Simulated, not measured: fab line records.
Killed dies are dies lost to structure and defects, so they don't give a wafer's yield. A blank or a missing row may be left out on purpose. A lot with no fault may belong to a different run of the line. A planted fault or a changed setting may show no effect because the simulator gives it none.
Which tool was responsible? -- flow n5 finfet -- 36 wafers sampled from 12 lots at 1 step of a route of 1938

## WHAT THE GAUGES SHOWED, per wafer
N5_BEOL_M2_CD_MEAS_28: target cd 26.2 nm, target cd y 24.1 nm.
lot,measured,on,cd nm (nm)
L075,day 7 01:14,cd sem-03,26.35 26.38 26.27
L076,day 7 05:17,cd sem-03,26.54 26.15 26.21
L078,day 8 00:56,cd sem-01,26.42 26.41 26.34
L081,day 8 02:32,cd sem-01,26.26 26.18 26.30
L083,day 8 21:39,cd sem-01,26.29 26.16 26.07
L085,day 9 08:08,cd sem-03,26.38 26.51 26.50
L087,day 10 03:05,cd sem-02,26.62 26.79 26.18
L090,day 10 15:55,cd sem-03,26.29 25.81 26.27
L091,day 10 22:08,cd sem-02,26.12 26.33 26.20
L093,day 11 12:50,cd sem-01,25.94 26.29 26.46
L095,day 11 20:34,cd sem-01,26.35 25.80 26.50
L097,day 12 11:11,cd sem-02,26.24 26.15 25.89

## WHAT TOOL EACH LOT RAN ON (gives the tool, then ch and the chambers of the sampled wafers, and finally the start)
No process step before these readings appears in the record.

## THE ANSWER, worked out from the rows above alone
Rule: usual is defined by the lots themselves. Put in order of their means at a reading, lots are off if they are a third of the lots or fewer, leave a main group of 4 or more, and stand apart from it by a gap of 3 or more times the standard deviation of the main group's means; of several such gaps the widest counts. A main group is skipped when, at the precision printed for the reading in the tables above, its means are all equal. Also off: a lot with no number at a reading for which 4 or more lots have one. Any other lot the step has rows for is counted as sound.
Across all readings shown, no lot is off: no conclusion can be drawn from this.

## WHAT THE SIMULATOR HAD INSERTED
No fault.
